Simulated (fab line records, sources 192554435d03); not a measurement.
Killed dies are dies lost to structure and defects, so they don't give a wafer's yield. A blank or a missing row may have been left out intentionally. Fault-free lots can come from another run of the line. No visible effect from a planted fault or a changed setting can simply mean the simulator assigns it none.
Matching of chambers | flow n5-finfet | pecvd-03 running N5_BEOL_M8_PECVD_70: 3 sister chambers
The step deposits SiO2 from TEOS/O2, target thk 20 nm, time 22.7 s. 6 wafers are shown with their chamber, then 10 later ones without.

## WAFERS, EACH WITH ITS CHAMBER
wafer  | chamber | throttle-valve-pct (%) | showerhead-plenum-p-Torr (Torr)
L082.1 | 0       | 21.8                   | 8.81
L083.2 | 1       | 24.1                   | 8.89
L083.5 | 1       | 23.7                   | 8.92
L083.6 | 0       | 22.0                   | 8.85
L084.1 | 2       | 21.6                   | 8.75
L084.5 | 2       | 21.5                   | 8.78

## WAFERS MISSING THEIR CHAMBER
wafer  | throttle-valve-pct (%) | showerhead-plenum-p-Torr (Torr)
L084.6 | 24.1                   | 8.88
L090.1 | 21.5                   | 8.82
L090.3 | 21.7                   | 8.74
L090.4 | 23.8                   | 8.86
L088.1 | 22.0                   | 8.82
L088.3 | 21.9                   | 8.77
L088.5 | 23.7                   | 8.91
L092.1 | 23.8                   | 8.89
L092.2 | 21.9                   | 8.77
L092.3 | 21.9                   | 8.83

## EACH ONE'S CHAMBER
wafer  | from the rows above     | in truth
L084.6 | 1                       | 1
L090.1 | can't be placed: 0 or 2 | 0
L090.3 | 2                       | 2
L090.4 | 1                       | 1
L088.1 | 0                       | 0
L088.3 | can't be placed: 2 or 0 | 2
L088.5 | 1                       | 1
L092.1 | 1                       | 1
L092.2 | can't be placed: 2 or 0 | 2
L092.3 | 0                       | 0
Correct placement for 7 of the 10. These rows do not allow placing 3 (true chamber among the candidates in 3). 0 placed wrongly.
How it was worked out, from the rows above alone: a wafer's distance from a chamber is the root of the sum, over the readings, of the square of ((its reading less the chamber's mean) divided by the reading's scatter). The wafer belongs to the nearest chamber; if the next one is less than 2 further off, it can't be placed. For every chamber, the mean is computed from those of its wafers that are shown. The scatter: the root of (the sum of the squares of (reading less its chamber's mean) over the shown wafers, divided by (wafers less chambers)).
